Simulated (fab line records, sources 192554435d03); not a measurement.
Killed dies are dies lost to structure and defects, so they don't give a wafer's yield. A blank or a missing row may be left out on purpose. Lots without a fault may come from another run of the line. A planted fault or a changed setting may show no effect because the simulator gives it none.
Split-lot experiment | flow n5_finfet | 7 lots, 21 wafers read, on a route of 1938 steps

THE SPLIT
At N5_BEOL_M8_EXPOSE_08 (exposes mask M8), the setting dose_mj was moved away from the recipe's 68.25 on 11 of the 21 wafers read, by -6.6% to +3.7%. The other wafers ran this setting at the recipe's value.

FROM THE SPLIT TO THE READING: what the file shows between them, 10 steps
- N5_BEOL_M8_PEB_09: peb time 60 s
- N5_BEOL_M8_DEVELOP_10: develop time 30 s
- N5_BEOL_M8_CD_MEAS_11: target cd 38.5 nm
- N5_BEOL_M8_DESCUM_16: chemistry O2, time 7.9 s (also split here: time_s)
- N5_BEOL_M8_ETCH_61: etches SiARC in CF4, target depth 45.5 nm, time 75.8 s
- N5_BEOL_M8_ETCH_62: etches SOC in N2/H2, target depth 110 nm, overetch 22 nm, time 165 s
- N5_BEOL_M8_STRIP_68: strips in N2/H2
- N5_BEOL_M8_STRIP_67: strips in CF4
- N5_BEOL_M8_HM_OPEN_17: chemistry Cl2/BCl3, target TiN, target depth 20 nm, overetch 6 nm
- N5_BEOL_M8_STRIP_19: strips in O2

THE READING
cd_nm, in nm, at N5_BEOL_M8_CD_MEAS_18 (pitch 80 nm, target cd 40 nm). Fault-free wafers of this fab line usually give 39.9 nm, standard deviation 0.44 nm.

wafer  | tool, chamber at the split | dose_mj as run | against the recipe | cd_nm, nm | against lot-mates on the recipe
L078.2 | arfi_scanner-01, 0         | 70.76          | +3.7%              | 41.8      | +2.3
L078.3 | arfi_scanner-01, 0         | 68.25          | recipe             | 39.5      | -
L078.4 | arfi_scanner-01, 0         | 70.76          | +3.7%              | 42.2      | +2.7
L082.1 | arfi_scanner-01, 0         | 68.25          | recipe             | 39.4      | -
L082.4 | arfi_scanner-01, 0         | 68.25          | recipe             | 39.6      | -
L082.5 | arfi_scanner-01, 0         | 68.25          | recipe             | 40.3      | -
L086.1 | arfi_scanner-01, 0         | 68.25          | recipe             | 39.9      | -
L086.3 | arfi_scanner-01, 0         | 70.26          | +2.9%              | 40.4      | +0.5
L086.4 | arfi_scanner-01, 0         | 68.25          | recipe             | 39.9      | -
L085.3 | arfi_scanner-01, 0         | 66.9           | -2.0%              | 39.6      | +0.3
L085.5 | arfi_scanner-01, 0         | 68.25          | recipe             | 39.3      | -
L085.6 | arfi_scanner-01, 0         | 66.9           | -2.0%              | 39.3      | +0.0
L094.2 | arfi_scanner-02, 0         | 65.98          | -3.3%              | 38.1      | -1.3
L094.4 | arfi_scanner-02, 0         | 68.25          | recipe             | 39.4      | -
L094.5 | arfi_scanner-02, 0         | 65.98          | -3.3%              | 37.9      | -1.5
L095.1 | arfi_scanner-02, 0         | 69.78          | +2.2%              | 40.7      | +2.0
L095.3 | arfi_scanner-02, 0         | 68.25          | recipe             | 38.7      | -
L095.6 | arfi_scanner-02, 0         | 69.78          | +2.2%              | 40.5      | +1.8
L096.3 | arfi_scanner-02, 0         | 63.76          | -6.6%              | 37.3      | -3.1
L096.5 | arfi_scanner-02, 0         | 68.25          | recipe             | 40.4      | -
L096.6 | arfi_scanner-02, 0         | 63.76          | -6.6%              | 37.3      | -3.1

THE FIT
A straight line over all 21 wafers: cd_nm changes by +0.416 nm for each +1% of dose_mj; r = +0.92; the points scatter about the line by 0.51 nm.
The same after taking each lot's own level away (the mean of its wafers on the recipe; 21 wafers): +0.493 nm for each +1%; r = +0.94; scatter 0.52 nm.
On that fit, the largest move of dose_mj shifts the reading by 3.2 nm.
The lots' own levels span 38.70 to 40.40 nm, that is 3.9 times the standard deviation above.
So the lot-to-lot level changes the slope: the two fits differ.
Check: with one of the wafers moved furthest among these (-6.6%) left out of the fit, the line predicts -2.97 nm for it against its lot-mates. It came out at -3.1 nm against them.

OTHER SPLITS ON THESE WAFERS
These wafers also went through other splits before the reading. Each is held against what the fit with the lots' levels taken away leaves over:
other split on the same wafers   | wafers away from the commonest value | r with cd_nm (lot level and that fit taken away)
N5_BEOL_M4_DESCUM_16 time_s      | 6                                    | -0.04
N5_BEOL_M4_COAT_76 spin_rpm      | 6                                    | -0.27
N5_BEOL_M4_TRENCH_ETCH_37 bias_w | 8                                    | -0.16
N5_BEOL_M6_ETCH_66 bias_w        | 10                                   | +0.01
N5_BEOL_M7_ILD_DEP_00 time_s     | 3                                    | +0.12
N5_BEOL_M8_DESCUM_16 time_s      | 10                                   | +0.27

THE WHOLE CHAIN: every reading that the file lists as answering this split, in the file's order
step                  | what it does                                                         | reading                                                               | change (the file's fit)               | r (the file's)
N5_BEOL_M8_CD_MEAS_11 | target cd 38.5 nm                                                    | cd_nm                                                                 | +0.482 nm for each +1% of the setting | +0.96
N5_BEOL_M8_ETCH_61    | etches SiARC in CF4, target depth 45.5 nm, time 75.8 s               | BEOL_M8.cd_offset_nm (the simulator's own value, which no gauge read) | +0.428 nm for each +1% of the setting | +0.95
N5_BEOL_M8_ETCH_62    | etches SOC in N2/H2, target depth 110 nm, overetch 22 nm, time 165 s | BEOL_M8.cd_offset_nm (the simulator's own value, which no gauge read) | +0.401 nm for each +1% of the setting | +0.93
N5_BEOL_M8_HM_OPEN_17 | chemistry Cl2/BCl3, target TiN, target depth 20 nm, overetch 6 nm    | BEOL_M8.cd_offset_nm (the simulator's own value, which no gauge read) | +0.413 nm for each +1% of the setting | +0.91
N5_BEOL_M8_CD_MEAS_18 | pitch 80 nm, target cd 40 nm                                         | cd_nm                                                                 | +0.462 nm for each +1% of the setting | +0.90

THE FILE'S OWN FIT
cd_nm changes by +0.462 nm for each +1% of dose_mj, r = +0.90.
